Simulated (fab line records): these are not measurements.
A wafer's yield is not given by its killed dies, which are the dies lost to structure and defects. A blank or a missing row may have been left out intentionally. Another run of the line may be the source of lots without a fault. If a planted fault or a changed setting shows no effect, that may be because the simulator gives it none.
fab line records -- flow n5_finfet -- part 2 of 2: steps 5 to 6 of 6
record lots=21, wafers=63, last_day=18
route steps=1938 shown DUMMY_GATE@235 SD_EPI_N@272
lots that met no fault: from a run of the same line without faults
start_h: start of the lot's first displayed wafer, in hours after the record's first day -- wait_h: hours since the lot's step before -- " identical to the entry in the row above -- L1.1+2: one row covering several wafers at once -- - no value, or no start given -- * or withheld: withheld -- < > ~ a bound
route shown NAME@n: names a module that has steps shown in the file, with the first one's number in the route -- usual: the fault-free wafers' mean and standard deviation -- same: alike in all rows -- chamber/n: place in a boat -- sites: each site's reading -- _std_site: standard deviation of those values -- _edge_site: outer sites' mean less inner sites' -- radius_mm: how far each site lies from the wafer's centre -- mask NAME#n: copy n -- behind: the most recent tool/chamber to have shaped the wafer -- hold: what put the lot on hold/how long, in hours/how the hold closed -- device: the n, p or np transistor that did not switch -- end of line: the route-end tests of the same wafers -- a step with no rows: only its recipe -- killed: the dies lost at the first sort to structure and to defects; this is not the yield of the wafer -- map: per-die view of a wafer (x killed, . not killed, _ where there is no die)
set.NAME: setting as actually run; set.NAME@STEP: the setting as run at that earlier step -- model.NAME: the simulator's own value behind a step, which no gauge read
one table for each step of the route and one row for each wafer, over a sample of lots
services: the hour from which a tool's chamber was out of use, counted from the record's first day as start_h (under 0 if before that day), plus the number of hours and why
## steps
# step N5_SD_EPI_N_ETCH_35
# recipe chemistry=N2/H2, target=SOC, overetch_a=1080, mask_material=SiARC, temp_c=40, ion_energy_ev=100, source_w=3000, bias_w=133, pressure_mtorr=20, time_s=486, n2_flow_sccm=200, h2_flow_sccm=200
# usual drypump_motor_current_A=5.5/0.43, oes_product_au=0.70/0.088, rf_vpp_V=241.1/1.3, showerhead_plenum_p_Torr=2.56/0.086, throttle_valve_pct=23.79/0.23
lot.wafer,tool,chamber,start_h,wait_h,drypump_motor_current_A,oes_product_au,rf_hours_counter_h,rf_vpp_V,showerhead_plenum_p_Torr,throttle_valve_pct
L074.1,rie_diel-02,0,49.37,0.0,6.2,0.63,227,240.6,2.49,24.19
L074.2,rie_diel-02,2,49.37,0.0,6.2,0.62,234,242.6,2.51,23.71
L074.5,rie_diel-02,2,49.37,0.0,6.2,0.62,-,240.3,2.51,23.70
L075.3,rie_diel-01,1,54.74,0.0,5.6,0.63,216,242.4,2.60,23.44
L075.4,rie_diel-01,3,54.74,0.0,4.8,0.76,47,241.6,2.58,23.62
L075.5,rie_diel-01,2,54.74,0.0,5.6,0.63,-,240.1,2.60,23.95
L076.1,rie_diel-04,1,59.93,0.0,5.1,0.63,233,237.9,2.42,24.18
L076.2,rie_diel-04,2,59.93,0.0,5.0,0.82,12,242.1,2.61,23.99
L076.3,rie_diel-04,0,59.93,0.0,5.9,0.63,209,239.9,2.49,23.67
L077.3,rie_diel-02,3,66.81,0.0,6.1,0.67,155,240.8,2.51,23.63
L077.4,rie_diel-02,0,66.81,0.0,6.2,0.63,233,240.5,2.48,24.20
L077.5,rie_diel-02,3,66.81,0.0,6.1,0.66,-,241.1,2.51,23.65
L079.2,rie_diel-04,3,79.66,0.0,5.6,0.64,208,242.3,2.62,23.90
L079.3,rie_diel-04,1,79.66,0.0,5.2,0.61,241,239.4,2.42,24.17
L079.4,rie_diel-04,2,79.66,0.0,5.0,0.80,19,242.5,2.61,23.99
L080.2,rie_diel-04,0,83.19,0.0,5.9,0.63,217,241.1,2.49,23.65
L080.3,rie_diel-04,2,83.19,0.0,5.0,0.80,20,241.2,2.61,24.01
L080.4,rie_diel-04,3,83.19,0.0,5.6,0.64,209,242.9,2.62,23.89
L081.1,rie_diel-02,2,90.66,0.0,6.2,0.61,249,240.4,2.50,23.70
L081.3,rie_diel-02,1,90.66,0.0,5.4,0.76,45,238.5,2.48,23.47
L081.6,rie_diel-02,3,90.66,0.0,6.1,0.67,-,241.7,2.51,23.66
L082.1,rie_diel-04,3,100.43,0.0,5.6,0.64,216,240.5,2.62,23.91
L082.3,rie_diel-04,2,100.43,0.0,5.0,0.80,21,241.8,2.61,24.01
L082.4,rie_diel-04,1,100.43,0.0,5.1,0.61,249,237.1,2.42,24.18
L083.2,rie_diel-02,0,103.94,0.0,6.2,0.63,247,240.5,2.48,24.21
L083.3,rie_diel-02,3,103.94,0.0,6.1,0.66,169,242.0,2.50,23.65
L083.6,rie_diel-02,0,103.94,0.0,6.2,0.62,-,239.1,2.48,24.19
L084.3,rie_diel-02,0,109.23,0.0,6.3,0.62,250,240.8,2.48,24.20
L084.5,rie_diel-02,1,109.23,0.0,5.4,0.76,-,240.7,2.47,23.48
L084.6,rie_diel-02,3,109.23,0.0,6.1,0.66,-,241.0,2.50,23.65
L085.1,rie_diel-04,3,116.32,0.0,5.6,0.63,225,242.9,2.61,23.91
L085.2,rie_diel-04,2,116.32,0.0,5.0,0.78,30,242.0,2.60,24.00
L085.6,rie_diel-04,3,116.32,0.0,5.6,0.63,-,241.4,2.61,23.91
L086.3,rie_diel-04,1,124.56,0.0,5.2,0.87,3,241.6,2.74,23.55
L086.4,rie_diel-04,3,124.56,0.0,5.6,0.63,227,242.1,2.61,23.91
L086.5,rie_diel-04,1,124.56,0.0,5.2,0.87,-,243.8,2.74,23.55
L087.3,rie_diel-04,2,129.40,0.0,5.0,0.78,33,242.5,2.60,24.01
L087.4,rie_diel-04,3,129.40,0.0,5.6,0.63,229,240.7,2.61,23.92
L087.5,rie_diel-04,2,129.40,0.0,5.0,0.77,-,242.4,2.60,24.01
L088.1,rie_diel-04,1,134.36,0.0,5.2,0.85,6,242.9,2.74,23.56
L088.2,rie_diel-04,3,134.36,0.0,5.6,0.63,231,242.0,2.61,23.91
L088.5,rie_diel-04,1,134.36,0.0,5.2,0.85,-,244.3,2.74,23.57
L089.2,rie_diel-04,2,139.54,0.0,5.0,0.76,38,240.8,2.60,24.02
L089.5,rie_diel-04,1,139.54,0.0,5.2,0.85,-,243.7,2.74,23.58
L089.6,rie_diel-04,0,139.54,0.0,5.8,0.61,-,239.8,2.48,23.69
L090.4,rie_diel-04,3,144.87,0.0,5.6,0.62,235,240.9,2.61,23.91
L090.5,rie_diel-04,3,144.87,0.0,5.6,0.62,-,241.0,2.61,23.92
L090.6,rie_diel-04,2,144.87,0.0,4.9,0.77,-,242.4,2.60,24.01
L091.1,rie_diel-01,2,151.24,0.0,5.6,0.81,16,241.2,2.59,23.68
L091.3,rie_diel-01,0,151.24,0.0,5.7,0.66,165,241.6,2.64,23.38
L091.6,rie_diel-01,3,151.24,0.0,4.8,0.71,-,240.4,2.57,23.66
L092.1,rie_diel-04,1,156.85,0.0,5.2,0.83,13,242.8,2.73,23.59
L092.2,rie_diel-04,0,156.85,0.0,5.9,0.61,247,240.9,2.47,23.72
L092.5,rie_diel-04,1,156.85,0.0,5.2,0.84,-,243.8,2.73,23.60
L093.1,rie_diel-04,3,165.62,0.0,5.6,0.62,243,242.1,2.61,23.92
L093.4,rie_diel-04,2,165.62,0.0,5.0,0.76,-,242.0,2.59,24.02
L093.5,rie_diel-04,1,165.62,0.0,5.2,0.82,-,241.0,2.73,23.58
L094.2,rie_diel-01,2,168.23,0.0,5.6,0.81,22,243.0,2.59,23.68
L094.3,rie_diel-01,0,168.23,0.0,5.7,0.66,172,242.0,2.64,23.39
L094.4,rie_diel-01,1,168.23,0.0,5.5,0.85,4,243.3,2.59,23.29
L097.2,rie_diel-04,1,186.46,0.0,5.2,0.81,23,242.1,2.73,23.59
L097.4,rie_diel-04,2,186.46,0.0,5.0,0.75,-,241.2,2.59,24.03
L097.5,rie_diel-04,0,186.46,0.0,5.9,0.85,-,241.2,2.47,23.57
# step N5_SD_EPI_N_ETCH_45
# recipe chemistry=CH3F/O2, target=SiOCN, target_depth_a=60, mask_material=SOC, ion_energy_ev=60, bias_w=29, pressure_mtorr=15, source_w=410, Ar_flow_sccm=150, CH3F_flow_sccm=30, O2_flow_sccm=20
# usual drypump_motor_current_A=5.5/0.43, oes_product_au=0.79/0.099, rf_vpp_V=127.7/0.96, showerhead_plenum_p_Torr=2.02/0.068, throttle_valve_pct=23.3/0.32
lot.wafer,tool,chamber,start_h,wait_h,drypump_motor_current_A,oes_product_au,rf_hours_counter_h,rf_vpp_V,showerhead_plenum_p_Torr,throttle_valve_pct
L074.1,rie_diel-02,0,49.79,0.1,6.2,0.72,227,126.5,1.95,23.8
L074.2,rie_diel-02,2,49.79,0.1,6.2,0.67,235,127.1,1.98,23.2
L074.5,rie_diel-02,2,49.79,0.1,6.2,0.67,-,125.9,1.97,23.2
L075.3,rie_diel-01,1,55.16,0.1,5.5,0.70,216,127.4,2.06,22.9
L075.4,rie_diel-01,3,55.16,0.1,4.8,0.83,48,128.8,2.02,22.8
L075.5,rie_diel-01,2,55.16,0.1,5.6,0.70,-,129.1,2.06,23.6
L076.1,rie_diel-04,1,60.36,0.1,5.1,0.71,234,125.5,1.90,23.6
L076.2,rie_diel-04,2,60.36,0.1,5.0,0.94,12,128.7,2.04,23.0
L076.3,rie_diel-04,0,60.36,0.1,5.9,0.70,209,126.2,1.96,23.4
L077.3,rie_diel-02,3,67.23,0.1,6.1,0.75,156,127.1,2.01,23.5
L077.4,rie_diel-02,0,67.23,0.1,6.2,0.71,233,125.7,1.95,23.8
L077.5,rie_diel-02,3,67.23,0.1,6.1,0.73,-,128.1,2.01,23.5
L079.2,rie_diel-04,3,80.08,0.1,5.6,0.73,208,127.3,2.08,23.6
L079.3,rie_diel-04,1,80.08,0.1,5.2,0.70,241,127.0,1.89,23.6
L079.4,rie_diel-04,2,80.08,0.1,5.0,0.92,19,127.2,2.04,23.1
L080.2,rie_diel-04,0,83.62,0.1,5.9,0.70,217,126.7,1.96,23.4
L080.3,rie_diel-04,2,83.62,0.1,5.0,0.92,20,128.2,2.04,23.1
L080.4,rie_diel-04,3,83.62,0.1,5.6,0.73,210,126.8,2.08,23.6
L081.1,rie_diel-02,2,91.09,0.1,6.2,0.67,249,128.0,1.97,23.2
L081.3,rie_diel-02,1,91.09,0.1,5.4,0.85,45,126.7,1.93,22.6
L081.6,rie_diel-02,3,91.09,0.1,6.1,0.73,-,129.4,2.00,23.5
L082.1,rie_diel-04,3,100.86,0.1,5.6,0.72,216,128.2,2.08,23.6
L082.3,rie_diel-04,2,100.86,0.1,5.0,0.92,21,128.7,2.04,23.1
L082.4,rie_diel-04,1,100.86,0.1,5.2,0.68,250,126.4,1.89,23.6
L083.2,rie_diel-02,0,104.36,0.1,6.2,0.70,247,128.0,1.95,23.8
L083.3,rie_diel-02,3,104.36,0.1,6.1,0.72,169,128.4,2.00,23.5
L083.6,rie_diel-02,0,104.36,0.1,6.2,0.70,-,127.7,1.95,23.8
L084.3,rie_diel-02,0,109.65,0.1,6.2,0.69,250,127.8,1.95,23.8
L084.5,rie_diel-02,1,109.65,0.1,5.4,0.84,-,125.9,1.93,22.6
L084.6,rie_diel-02,3,109.65,0.1,6.1,0.73,-,127.3,2.00,23.5
L085.1,rie_diel-04,3,116.74,0.1,5.6,0.72,225,127.5,2.07,23.6
L085.2,rie_diel-04,2,116.74,0.1,5.0,0.89,30,126.6,2.04,23.1
L085.6,rie_diel-04,3,116.74,0.1,5.6,0.72,-,127.3,2.07,23.6
L086.3,rie_diel-04,1,124.99,0.1,5.2,0.95,3,127.0,2.14,23.0
L086.4,rie_diel-04,3,124.99,0.1,5.6,0.72,227,127.6,2.07,23.6
L086.5,rie_diel-04,1,124.99,0.1,5.2,0.96,-,129.6,2.14,23.0
L087.3,rie_diel-04,2,129.82,0.1,5.0,0.88,34,128.5,2.04,23.1
L087.4,rie_diel-04,3,129.82,0.1,5.6,0.72,229,128.2,2.07,23.7
L087.5,rie_diel-04,2,129.82,0.1,4.9,0.89,-,127.8,2.04,23.1
L088.1,rie_diel-04,1,134.78,0.1,5.2,0.94,6,129.8,2.14,23.0
L088.2,rie_diel-04,3,134.78,0.1,5.6,0.71,231,126.1,2.07,23.7
L088.5,rie_diel-04,1,134.78,0.1,5.2,0.95,-,127.2,2.14,23.0
L089.2,rie_diel-04,2,139.96,0.1,5.0,0.89,38,128.3,2.04,23.1
L089.5,rie_diel-04,1,139.96,0.1,5.2,0.95,-,129.2,2.14,23.0
L089.6,rie_diel-04,0,139.96,0.1,5.8,0.67,-,128.9,1.95,23.5
L090.4,rie_diel-04,3,145.30,0.1,5.6,0.71,235,128.0,2.07,23.7
L090.5,rie_diel-04,3,145.30,0.1,5.6,0.71,-,128.8,2.07,23.7
L090.6,rie_diel-04,2,145.30,0.1,5.0,0.88,-,129.4,2.03,23.1
L091.1,rie_diel-01,2,151.67,0.1,5.6,0.93,16,126.7,2.05,23.4
L091.3,rie_diel-01,0,151.67,0.1,5.7,0.74,166,128.0,2.08,23.1
L091.6,rie_diel-01,3,151.67,0.1,4.8,0.78,-,128.2,2.01,22.9
L092.1,rie_diel-04,1,157.27,0.1,5.2,0.92,13,128.4,2.14,23.0
L092.2,rie_diel-04,0,157.27,0.1,5.8,0.67,247,127.5,1.95,23.5
L092.5,rie_diel-04,1,157.27,0.1,5.2,0.92,-,129.4,2.14,23.0
L093.1,rie_diel-04,3,166.05,0.1,5.6,0.70,243,129.1,2.07,23.6
L093.4,rie_diel-04,2,166.05,0.1,4.9,0.87,-,129.2,2.03,23.1
L093.5,rie_diel-04,1,166.05,0.1,5.2,0.91,-,128.2,2.14,23.1
L094.2,rie_diel-01,2,168.66,0.1,5.6,0.91,22,127.0,2.05,23.4
L094.3,rie_diel-01,0,168.66,0.1,5.7,0.73,172,127.6,2.07,23.1
L094.4,rie_diel-01,1,168.66,0.1,5.5,0.93,4,128.7,2.05,22.8
L097.2,rie_diel-04,1,186.88,0.1,5.2,0.90,23,129.3,2.13,23.1
L097.4,rie_diel-04,2,186.88,0.1,5.0,0.85,-,127.7,2.03,23.1
L097.5,rie_diel-04,0,186.88,0.1,5.8,0.95,-,126.7,1.95,23.3
## services
tool,chamber,start_h,hours,kind
rie_diel-06,0,46.11,4.4,repair
rie_diel-04,2,84.75,13.7,repair
rie_diel-02,2,93.10,-,clean
rie_diel-04,1,101.89,-,clean
rie_diel-04,1,101.89,-,consumable_replace:focus_ring
rie_diel-04,1,101.89,-,consumable_replace:showerhead
rie_diel-04,1,101.89,14.8,scheduled_down
rie_diel-04,1,101.89,14.8,vent_cycle
rie_diel-03,0,109.28,3.0,repair
rie_diel-01,0,114.92,6.0,repair
rie_diel-06,0,119.35,10.0,repair
rie_diel-05,0,124.31,6.9,repair
rie_diel-03,1,127.54,46.7,repair
rie_diel-05,3,136.41,7.8,repair
rie_diel-04,0,165.14,-,clean
rie_diel-04,0,165.14,-,consumable_replace:focus_ring
rie_diel-04,0,165.14,17.2,scheduled_down
rie_diel-04,0,165.14,17.2,vent_cycle
rie_diel-04,1,173.76,7.8,repair
rie_diel-06,-,182.23,2.8,pm
rie_diel-04,3,182.36,-,clean
rie_diel-04,3,182.36,-,consumable_replace:focus_ring
rie_diel-04,3,182.36,21.1,scheduled_down
rie_diel-04,3,182.36,21.1,vent_cycle
